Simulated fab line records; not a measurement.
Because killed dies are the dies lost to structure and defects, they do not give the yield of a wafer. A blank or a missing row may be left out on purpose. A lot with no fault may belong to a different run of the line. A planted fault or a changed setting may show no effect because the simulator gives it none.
Chamber matching || flow n5Finfet || rieDiel-05 running N5_BEOL_M9_ETCH_65: 4 sister chambers
The step etches SiARC in CF4, target depth 15.6 nm, time 26 s. 8 wafers are shown with their chamber, then 7 later ones without.

## WAFERS WITH THEIR CHAMBER
{"wafer": "L084.6", "chamber": 0, "throttleValvePct (%)": 15.22, "showerheadPlenumPTorr (Torr)": 2.18}
{"wafer": "L086.2", "chamber": 1, "throttleValvePct (%)": 15.98, "showerheadPlenumPTorr (Torr)": 2.03}
{"wafer": "L086.4", "chamber": 3, "throttleValvePct (%)": 15.82, "showerheadPlenumPTorr (Torr)": 2.13}
{"wafer": "L090.1", "chamber": 2, "throttleValvePct (%)": 15.26, "showerheadPlenumPTorr (Torr)": 2.12}
{"wafer": "L090.2", "chamber": 0, "throttleValvePct (%)": 15.23, "showerheadPlenumPTorr (Torr)": 2.18}
{"wafer": "L090.4", "chamber": 3, "throttleValvePct (%)": 15.82, "showerheadPlenumPTorr (Torr)": 2.13}
{"wafer": "L089.2", "chamber": 1, "throttleValvePct (%)": 16.00, "showerheadPlenumPTorr (Torr)": 2.03}
{"wafer": "L089.4", "chamber": 2, "throttleValvePct (%)": 15.27, "showerheadPlenumPTorr (Torr)": 2.11}

## WAFERS MISSING THEIR CHAMBER
{"wafer": "L089.5", "throttleValvePct (%)": 15.83, "showerheadPlenumPTorr (Torr)": 2.13}
{"wafer": "L097.2", "throttleValvePct (%)": 15.30, "showerheadPlenumPTorr (Torr)": 2.17}
{"wafer": "L097.4", "throttleValvePct (%)": 15.39, "showerheadPlenumPTorr (Torr)": 2.12}
{"wafer": "L097.6", "throttleValvePct (%)": 15.29, "showerheadPlenumPTorr (Torr)": 2.17}
{"wafer": "L096.2", "throttleValvePct (%)": 15.31, "showerheadPlenumPTorr (Torr)": 2.17}
{"wafer": "L096.3", "throttleValvePct (%)": 15.39, "showerheadPlenumPTorr (Torr)": 2.12}
{"wafer": "L096.5", "throttleValvePct (%)": 16.03, "showerheadPlenumPTorr (Torr)": 2.03}

## WHICH CHAMBER EACH WENT THROUGH
{"wafer": "L089.5", "from the rows above": 3, "in truth": 3}
{"wafer": "L097.2", "from the rows above": 0, "in truth": 0}
{"wafer": "L097.4", "from the rows above": 2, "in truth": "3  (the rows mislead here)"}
{"wafer": "L097.6", "from the rows above": 0, "in truth": 0}
{"wafer": "L096.2", "from the rows above": 0, "in truth": 0}
{"wafer": "L096.3", "from the rows above": 2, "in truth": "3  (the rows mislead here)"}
{"wafer": "L096.5", "from the rows above": 1, "in truth": 1}
5 of 7 placed correctly. Can't be placed from these rows: 0. Wrongly placed: 2.
How it was worked out, from the rows above alone: a wafer's distance from a chamber is the root of the sum, over the readings, of the square of ((its reading less the chamber's mean) divided by the reading's scatter). If the next closest chamber is less than 2 further off than the closest, the wafer can't be placed; otherwise it belongs to the closest. Each chamber's mean is taken over the wafers shown for it. How the scatter is found: for the shown wafers, subtract from each reading the mean of its chamber, square and add these, divide the total by (wafers less chambers), then take the root.
